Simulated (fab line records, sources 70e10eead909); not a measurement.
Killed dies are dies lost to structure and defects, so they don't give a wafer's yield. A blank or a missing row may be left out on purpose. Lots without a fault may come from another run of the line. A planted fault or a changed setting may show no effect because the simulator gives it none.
Chamber matching | flow nand_harc | NHARC_P_M1_STRIP_18 on rie_diel-03: 4 sister chambers
The step strips in N2/H2. 14 wafers are shown with their chamber, then 7 later ones without.

WAFERS WITH THEIR CHAMBER
wafer  | chamber | drypump_motor_current_A (A) | rf_vpp_V (V) | oes_product_au (a.u.)
L469.1 | 3       | 5.8                         | 93.2         | 1.006
L469.2 | 2       | 6.2                         | 90.2         | 0.986
L469.5 | 2       | 6.2                         | 90.5         | 0.991
L472.1 | 2       | 6.2                         | 90.6         | 1.000
L472.3 | 1       | 5.4                         | 90.3         | 0.997
L472.6 | 3       | 5.8                         | 91.8         | 0.983
L475.2 | 1       | 5.4                         | 90.1         | 0.988
L475.3 | 0       | 5.4                         | 90.5         | 1.015
L475.4 | 3       | 5.8                         | 93.4         | 0.996
L477.1 | 1       | 5.5                         | 90.1         | 0.996
L477.2 | 0       | 5.4                         | 90.9         | 1.015
L477.4 | 2       | 6.2                         | 90.3         | 1.008
L488.2 | 1       | 5.4                         | 89.9         | 0.994
L488.4 | 2       | 6.2                         | 91.3         | 0.995

SIGNATURES (means of the wafers above)
reading                 | chamber 0 | chamber 1 | chamber 2 | chamber 3 | scatter within a chamber
drypump_motor_current_A | 5.400     | 5.425     | 6.200     | 5.800     | 0.0274
rf_vpp_V                | 90.700    | 90.100    | 90.580    | 92.800    | 0.493
oes_product_au          | 1.01500   | 0.99375   | 0.99600   | 0.99500   | 0.00775
Rule: a wafer's distance from a chamber is the root of the sum, over the readings, of the square of ((its reading less the chamber's mean) divided by the reading's scatter). The wafer belongs to the nearest chamber; if the next one is less than 2 further off, it can't be placed. The scatter: the root of (the sum of the squares of (reading less its chamber's mean) over the shown wafers, divided by (wafers less chambers)).

WAFERS WITHOUT THEIR CHAMBER
wafer  | drypump_motor_current_A (A) | rf_vpp_V (V) | oes_product_au (a.u.)
L488.5 | 5.4                         | 90.4         | 0.989
L489.1 | 6.2                         | 91.3         | 0.985
L489.2 | 5.4                         | 90.6         | 0.997
L489.5 | 6.2                         | 92.0         | 0.984
L490.3 | 5.8                         | 91.3         | 1.006
L490.5 | 5.4                         | 91.7         | 1.026
L490.6 | 5.5                         | 88.6         | 0.993

WHICH CHAMBER EACH WENT THROUGH
wafer  | from the rows above     | in truth
L488.5 | 1                       | 1
L489.1 | 2                       | 2
L489.2 | can't be placed: 1 or 0 | 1
L489.5 | 2                       | 2
L490.3 | 3                       | 3
L490.5 | 0                       | 0
L490.6 | 1                       | 1
Placed correctly: 6 of 7. Can't be placed from these rows: 1 (the true chamber is among the candidates in 1). Placed wrongly: 0.
